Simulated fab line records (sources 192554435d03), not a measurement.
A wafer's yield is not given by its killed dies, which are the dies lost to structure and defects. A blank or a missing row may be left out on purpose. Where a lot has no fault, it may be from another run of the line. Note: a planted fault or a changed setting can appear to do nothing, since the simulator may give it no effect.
Chamber matching	flow n5_finfet	rie_diel-02 running N5_BEOL_M5_ETCH_62: 4 sister chambers
The step etches SOC in N2/H2, target depth 75 nm, overetch 15 nm, time 112.5 s. 8 wafers are shown with their chamber, then 7 later ones without.

== EACH WAFER AND ITS CHAMBER ==
wafer	chamber	showerhead_plenum_p_Torr (Torr)	rf_vpp_V (V)
L086.1	3	2.48	522.7
L086.4	1	2.61	526.2
L091.6	2	2.52	521.9
L092.1	2	2.52	522.0
L092.2	3	2.47	523.1
L092.4	0	2.60	524.5
L093.2	0	2.60	525.5
L093.5	1	2.61	526.8

== WAFERS WITH NO CHAMBER GIVEN ==
wafer	showerhead_plenum_p_Torr (Torr)	rf_vpp_V (V)
L093.6	2.52	522.6
L094.3	2.61	527.3
L094.4	2.52	521.9
L094.5	2.60	524.5
L096.1	2.60	526.8
L096.2	2.60	524.2
L096.5	2.47	521.4

== WHICH CHAMBER EACH ONE RAN IN ==
wafer	from the rows above	in truth
L093.6	2	2
L094.3	1	1
L094.4	2	2
L094.5	0	0
L096.1	can't be placed: 1 or 0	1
L096.2	0	0
L096.5	3	3
Correctly placed: 6 of 7. Can't be placed from these rows: 1 (the true chamber is among the candidates in 1). Placed wrongly: 0.
How it was worked out, from the rows above alone: a wafer's distance from a chamber is the root of the sum, over the readings, of the square of ((its reading less the chamber's mean) divided by the reading's scatter). The wafer belongs to the nearest chamber; if the next one is less than 2 further off, it can't be placed. A chamber's mean is the mean of its shown wafers. How the scatter is found: for the shown wafers, subtract from each reading the mean of its chamber, square and add these, divide the total by (wafers less chambers), then take the root.
